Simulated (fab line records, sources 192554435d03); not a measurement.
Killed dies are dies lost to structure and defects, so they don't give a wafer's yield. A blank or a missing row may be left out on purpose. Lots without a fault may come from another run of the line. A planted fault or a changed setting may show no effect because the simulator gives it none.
Chamber matching | flow n5_finfet | N5_BEOL_M6_ETCH_62 on rie_diel-01: 4 sister chambers
The step etches SOC in N2/H2, target depth 110 nm, overetch 22 nm, time 165 s. 18 wafers are shown with their chamber, then 8 later ones without.

WAFERS WITH THEIR CHAMBER
wafer  | chamber | throttle_valve_pct (%) | showerhead_plenum_p_Torr (Torr) | oes_product_au (a.u.)
L074.1 | 1       | 17.54                  | 2.58                            | 0.77
L074.3 | 2       | 18.03                  | 2.56                            | 0.68
L074.5 | 2       | 18.04                  | 2.56                            | 0.67
L082.1 | 3       | 18.03                  | 2.51                            | 0.61
L082.4 | 0       | 17.94                  | 2.57                            | 0.68
L082.5 | 1       | 17.58                  | 2.57                            | 0.74
L081.1 | 0       | 17.93                  | 2.57                            | 0.68
L081.2 | 1       | 17.60                  | 2.57                            | 0.74
L081.6 | 1       | 17.57                  | 2.57                            | 0.73
L084.2 | 0       | 17.94                  | 2.56                            | 0.68
L084.5 | 0       | 17.94                  | 2.56                            | 0.68
L084.6 | 3       | 18.05                  | 2.51                            | 0.60
L087.2 | 0       | 17.94                  | 2.56                            | 0.68
L087.3 | 3       | 18.05                  | 2.51                            | 0.60
L087.6 | 0       | 17.94                  | 2.56                            | 0.68
L089.1 | 2       | 18.10                  | 2.55                            | 0.65
L089.4 | 1       | 17.61                  | 2.56                            | 0.72
L089.6 | 3       | 18.04                  | 2.51                            | 0.60

SIGNATURES (means of the wafers above)
reading                  | chamber 0 | chamber 1 | chamber 2 | chamber 3 | scatter within a chamber
throttle_valve_pct       | 17.9383   | 17.5800   | 18.0567   | 18.0425   | 0.0211
showerhead_plenum_p_Torr | 2.5633    | 2.5700    | 2.5567    | 2.5100    | 0.00535
oes_product_au           | 0.6800    | 0.7400    | 0.6667    | 0.6025    | 0.0118
Rule: a wafer's distance from a chamber is the root of the sum, over the readings, of the square of ((its reading less the chamber's mean) divided by the reading's scatter). The wafer belongs to the nearest chamber; if the next one is less than 2 further off, it can't be placed. The scatter: the root of (the sum of the squares of (reading less its chamber's mean) over the shown wafers, divided by (wafers less chambers)).

WAFERS WITHOUT THEIR CHAMBER
wafer  | throttle_valve_pct (%) | showerhead_plenum_p_Torr (Torr) | oes_product_au (a.u.)
L090.3 | 18.06                  | 2.50                            | 0.60
L090.4 | 17.96                  | 2.56                            | 0.67
L090.6 | 17.62                  | 2.56                            | 0.72
L092.3 | 17.63                  | 2.56                            | 0.70
L092.5 | 18.11                  | 2.55                            | 0.64
L092.6 | 18.08                  | 2.50                            | 0.59
L097.3 | 18.13                  | 2.54                            | 0.63
L097.5 | 18.01                  | 2.55                            | 0.65

WHICH CHAMBER EACH WENT THROUGH
wafer  | from the rows above     | in truth
L090.3 | 3                       | 3
L090.4 | 0                       | 0
L090.6 | 1                       | 1
L092.3 | 1                       | 1
L092.5 | 2                       | 2
L092.6 | 3                       | 3
L097.3 | can't be placed: 2 or 3 | 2
L097.5 | 2                       | 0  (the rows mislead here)
Placed correctly: 6 of 8. Can't be placed from these rows: 1 (the true chamber is among the candidates in 1). Placed wrongly: 1.
